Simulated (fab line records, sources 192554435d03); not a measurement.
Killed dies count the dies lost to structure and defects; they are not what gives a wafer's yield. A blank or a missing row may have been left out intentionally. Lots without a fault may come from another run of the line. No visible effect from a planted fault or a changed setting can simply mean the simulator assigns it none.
A single fault, viewed from 3 desks ; flow n5_finfet ; numbers are kept per desk, each desk with only its own; the story behind them comes last

THE DEFECT DESK
Lot by lot, what the route's inspections counted, given as the mean of those sampled wafers with a number. The brackets show how far a lot's mean lies from the usual mean; more than 4 standard deviations puts the lot out of limits, marked OUT.
Columns: A = raw_defect_count at N5_BEOL_M6_INSPECT_30, usual 449
lot;first seen here;A
L357;day 9 09:19;307
L358;day 9 20:01;526
L359;day 10 02:42;480
L361;day 10 14:46;524
L365;day 11 18:10;422
L369;day 12 20:03;406
L376;day 14 16:53;506
This desk's verdict: no lot among the 7 shows anything out of limits.

TOOL OWNER'S DESK, rie_diel-03
The tool's own readings at N5_BEOL_M6_ETCH_66 (etches SOC in N2/H2, target depth 80 nm, overetch 16 nm, time 120 s): means of the sampled wafers that have a number, for each lot that ran on this tool. The brackets show how far a lot's mean lies from the usual mean; more than 4 standard deviations puts the lot out of limits, marked OUT.
Columns: A = bias_w at N5_BEOL_M6_ETCH_66, usual 150.0 W; B = drypump_motor_current_A at N5_BEOL_M6_ETCH_66, usual 5.9 A; C = oes_product_au at N5_BEOL_M6_ETCH_66, usual 0.62 a.u.; D = rf_vpp_V at N5_BEOL_M6_ETCH_66, usual 524.1 V; E = showerhead_plenum_p_Torr at N5_BEOL_M6_ETCH_66, usual 2.55 Torr; F = throttle_valve_pct at N5_BEOL_M6_ETCH_66, usual 17.76 %
lot;first seen here;A;B;C;D;E;F
L358;day 9 20:07;150.2;5.9;0.53;521.6;2.46;17.55
L359;day 10 03:04;149.4;5.8;0.58;521.7;2.49;17.83
L361;day 10 14:53;150.2;5.8;0.58;525.7;2.60;17.73
L365;day 11 18:17;150.1;5.7;0.70;525.6;2.58;17.45
This desk's verdict: no lot among the 4 shows anything out of limits.

FROM THE METROLOGY DESK
What the gauges read, lot by lot, whatever tool the lot ran on: means of the sampled wafers that have a number. The brackets show how far a lot's mean lies from the usual mean; more than 4 standard deviations puts the lot out of limits, marked OUT.
Columns: A = cd_nm at N5_BEOL_M6_CD_MEAS_28, usual 40.03 nm; B = V5_OVL at N5_BEOL_M6_OVL_MEAS_29, usual 0.4 nm
lot;first seen here;A;B
L357;day 9 09:14;40.17;0.3
L358;day 9 19:55;39.92;-0.3
L359;day 10 02:37;39.75;0.4
L361;day 10 14:41;39.75;0.3
L365;day 11 18:05;40.15;0.3
L369;day 12 19:58;40.02;-0.7
L376;day 14 16:47;40.24;-0.1
This desk's verdict: no lot among the 7 shows anything out of limits.

TAKEN TOGETHER
Nothing the defect desk looked at was out of limits.
Nothing out of limits was seen by the tool owner's desk.
The metrology desk saw nothing out of limits.

WHAT HAD BEEN PUT IN BY THE SIMULATOR
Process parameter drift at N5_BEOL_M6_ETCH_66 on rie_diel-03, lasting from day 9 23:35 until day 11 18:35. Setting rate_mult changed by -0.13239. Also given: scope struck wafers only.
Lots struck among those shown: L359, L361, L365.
